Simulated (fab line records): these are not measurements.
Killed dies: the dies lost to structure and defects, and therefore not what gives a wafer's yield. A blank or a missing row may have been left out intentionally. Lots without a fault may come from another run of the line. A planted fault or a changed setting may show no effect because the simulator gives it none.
Matching of chambers	flow n5_finfet	pecvd-02 running N5_BEOL_M5_PECVD_70: 3 sister chambers
The step deposits SiO2 from TEOS/O2, target thk 16 nm, time 18 s. 6 wafers are shown with their chamber, then 7 later ones without.

== WAFERS PAIRED WITH THEIR CHAMBERS ==
wafer	chamber	throttle_valve_pct (%)	showerhead_plenum_p_Torr (Torr)
L079.3	0	23.6	8.68
L079.5	1	24.6	8.89
L086.2	1	24.4	8.86
L086.3	0	23.5	8.67
L083.3	2	21.8	8.82
L083.4	2	21.5	8.85

== WAFERS MISSING THEIR CHAMBER ==
wafer	throttle_valve_pct (%)	showerhead_plenum_p_Torr (Torr)
L083.5	23.6	8.70
L095.4	21.9	8.81
L095.5	24.1	8.88
L095.6	23.5	8.68
L096.2	23.4	8.70
L096.3	24.2	8.86
L096.6	23.5	8.67

== CHAMBER TAKEN BY EACH ==
wafer	from the rows above	in truth
L083.5	0	0
L095.4	2	2
L095.5	1	1
L095.6	0	0
L096.2	0	0
L096.3	1	1
L096.6	0	0
Correct placement for 7 of the 7. Not placeable from these rows: 0. Wrongly placed: 0.
How it was worked out, from the rows above alone: a wafer's distance from a chamber is the root of the sum, over the readings, of the square of ((its reading less the chamber's mean) divided by the reading's scatter). If the next closest chamber is less than 2 further off than the closest, the wafer can't be placed; otherwise it belongs to the closest. The mean given for a chamber averages the wafers shown for that chamber. The scatter: the root of (the sum of the squares of (reading less its chamber's mean) over the shown wafers, divided by (wafers less chambers)).
